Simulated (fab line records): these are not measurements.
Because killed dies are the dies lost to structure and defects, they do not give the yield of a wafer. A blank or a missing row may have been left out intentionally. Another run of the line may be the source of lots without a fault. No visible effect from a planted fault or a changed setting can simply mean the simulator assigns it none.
Which tool was responsible? | flow n5_finfet | 12 lots, 36 wafers sampled, at 1 step of a route of 1938

== WHAT EACH GAUGE READ, for each wafer ==
N5_BEOL_M4_OCD_MEAS_38.
lot  | measured     | on     | trench_depth_nm (nm)
L076 | day 8 13:55  | ocd-02 | 54.9 55.3 54.9
L078 | day 9 12:04  | ocd-02 | 55.5 54.4 54.4
L079 | day 10 11:28 | ocd-02 | 54.4 55.7 55.5
L081 | day 10 14:20 | ocd-01 | 55.0 55.3 55.5
L082 | day 11 03:52 | ocd-02 | 55.7 56.4 56.4
L084 | day 11 06:37 | ocd-01 | 54.7 54.0 53.5
L086 | day 12 00:28 | ocd-02 | 55.4 56.1 57.4
L088 | day 12 08:37 | ocd-02 | 55.1 55.5 53.7
L092 | day 13 07:20 | ocd-01 | 55.7 55.5 56.1
L093 | day 13 08:29 | ocd-02 | 55.8 55.8 55.8
L094 | day 13 16:33 | ocd-01 | 56.0 55.9 54.5
L097 | day 14 14:58 | ocd-01 | 56.8 54.9 56.3

== EACH LOT AND THE TOOL THAT RAN IT (in order: tool; ch and the chambers of the sampled wafers; start) ==
There is no process step in the record ahead of these readings.

== THE ANSWER, worked out from the rows above alone ==
Rule: the usual values come from the lots themselves. The widest of any qualifying gaps counts: lots, ordered by their means at a reading, are off when they make up no more than a third of the lots, leave a main group of 4 or more, and stand apart from it by 3 or more times the standard deviation of that group's means. Not used: any main group whose means are identical at the precision the tables above print for the reading. Also off: a lot with no number at a reading for which 4 or more lots have one. The other lots that the step has rows for count as sound.
No lot is off at any reading shown: from this, nothing can be told.

== WHAT THE SIMULATOR HAD PUT IN ==
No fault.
